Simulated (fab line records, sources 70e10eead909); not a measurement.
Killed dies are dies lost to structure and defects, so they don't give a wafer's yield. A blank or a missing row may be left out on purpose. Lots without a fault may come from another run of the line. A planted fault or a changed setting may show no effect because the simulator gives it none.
Chamber matching | flow nand_harc | NHARC_A_SLIT_DEP_23 on pecvd-04: 3 sister chambers
The step deposits SiON, target thk 100 nm. 14 wafers are shown with their chamber, then 7 later ones without.

WAFERS WITH THEIR CHAMBER
wafer  | chamber | heater_power_w (W)
L334.2 | 1       | 980
L334.3 | 2       | 616
L334.5 | 1       | 979
L337.2 | 2       | 646
L337.3 | 1       | 927
L337.5 | 2       | 635
L338.2 | 0       | 745
L338.3 | 0       | 778
L338.6 | 0       | 765
L349.1 | 1       | 819
L349.3 | 2       | 623
L349.6 | 1       | 814
L352.1 | 0       | 751
L352.2 | 1       | 855

SIGNATURES (means of the wafers above)
reading        | chamber 0 | chamber 1 | chamber 2 | scatter within a chamber
heater_power_w | 759.75    | 895.67    | 630.00    | 52.6
Rule: a wafer's distance from a chamber is the root of the sum, over the readings, of the square of ((its reading less the chamber's mean) divided by the reading's scatter). The wafer belongs to the nearest chamber; if the next one is less than 2 further off, it can't be placed. The scatter: the root of (the sum of the squares of (reading less its chamber's mean) over the shown wafers, divided by (wafers less chambers)).

WAFERS WITHOUT THEIR CHAMBER
wafer  | heater_power_w (W)
L352.6 | 702
L351.1 | 713
L351.3 | 627
L351.4 | 713
L353.1 | 892
L353.4 | 803
L353.6 | 897

WHICH CHAMBER EACH WENT THROUGH
wafer  | from the rows above     | in truth
L352.6 | can't be placed: 0 or 2 | 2
L351.1 | can't be placed: 0 or 2 | 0
L351.3 | 2                       | 2
L351.4 | can't be placed: 0 or 2 | 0
L353.1 | 1                       | 1
L353.4 | can't be placed: 0 or 1 | 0
L353.6 | 1                       | 1
Placed correctly: 3 of 7. Can't be placed from these rows: 4 (the true chamber is among the candidates in 4). Placed wrongly: 0.
